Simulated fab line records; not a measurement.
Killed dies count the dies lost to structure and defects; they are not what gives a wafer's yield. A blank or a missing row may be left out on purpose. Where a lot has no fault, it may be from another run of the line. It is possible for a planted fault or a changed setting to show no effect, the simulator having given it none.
Chamber matching | flow n5 finfet | 4 sister chambers for N5_BEOL_M5_ETCH_75 on rie diel-05
The step etches underlayer in N2/H2, target depth 6.5 nm, time 5.2 s. 8 wafers are shown with their chamber, then 9 later ones without.

EACH WAFER AND ITS CHAMBER
wafer  | chamber | drypump motor current A (A) | showerhead plenum p Torr (Torr)
L085.5 | 0       | 6.4                         | 2.47
L089.3 | 1       | 5.4                         | 2.55
L091.2 | 2       | 5.8                         | 2.57
L091.4 | 1       | 5.4                         | 2.55
L091.6 | 2       | 5.7                         | 2.57
L094.1 | 0       | 6.4                         | 2.46
L094.4 | 3       | 5.5                         | 2.62
L094.5 | 3       | 5.5                         | 2.62

WAFERS WITH NO CHAMBER GIVEN
wafer  | drypump motor current A (A) | showerhead plenum p Torr (Torr)
L095.2 | 5.4                         | 2.55
L095.5 | 6.4                         | 2.46
L095.6 | 5.4                         | 2.55
L097.3 | 5.5                         | 2.62
L097.4 | 6.4                         | 2.46
L097.5 | 5.7                         | 2.57
L096.2 | 5.5                         | 2.62
L096.4 | 5.4                         | 2.55
L096.5 | 5.7                         | 2.57

EACH ONE'S CHAMBER
wafer  | from the rows above | in truth
L095.2 | 1                   | 1
L095.5 | 0                   | 0
L095.6 | 1                   | 1
L097.3 | 3                   | 3
L097.4 | 0                   | 0
L097.5 | 2                   | 2
L096.2 | 3                   | 3
L096.4 | 1                   | 1
L096.5 | 2                   | 2
Placed correctly: 9 of 9. Left unplaced by these rows: 0. Wrongly placed: 0.
How it was worked out, from the rows above alone: a wafer's distance from a chamber is the root of the sum, over the readings, of the square of ((its reading less the chamber's mean) divided by the reading's scatter). If the next closest chamber is less than 2 further off than the closest, the wafer can't be placed; otherwise it belongs to the closest. Each chamber's mean is taken over the wafers shown for it. The scatter is the square root of a quotient: the sum, over the shown wafers, of each reading's squared deviation from its chamber's mean, divided by wafers minus chambers.
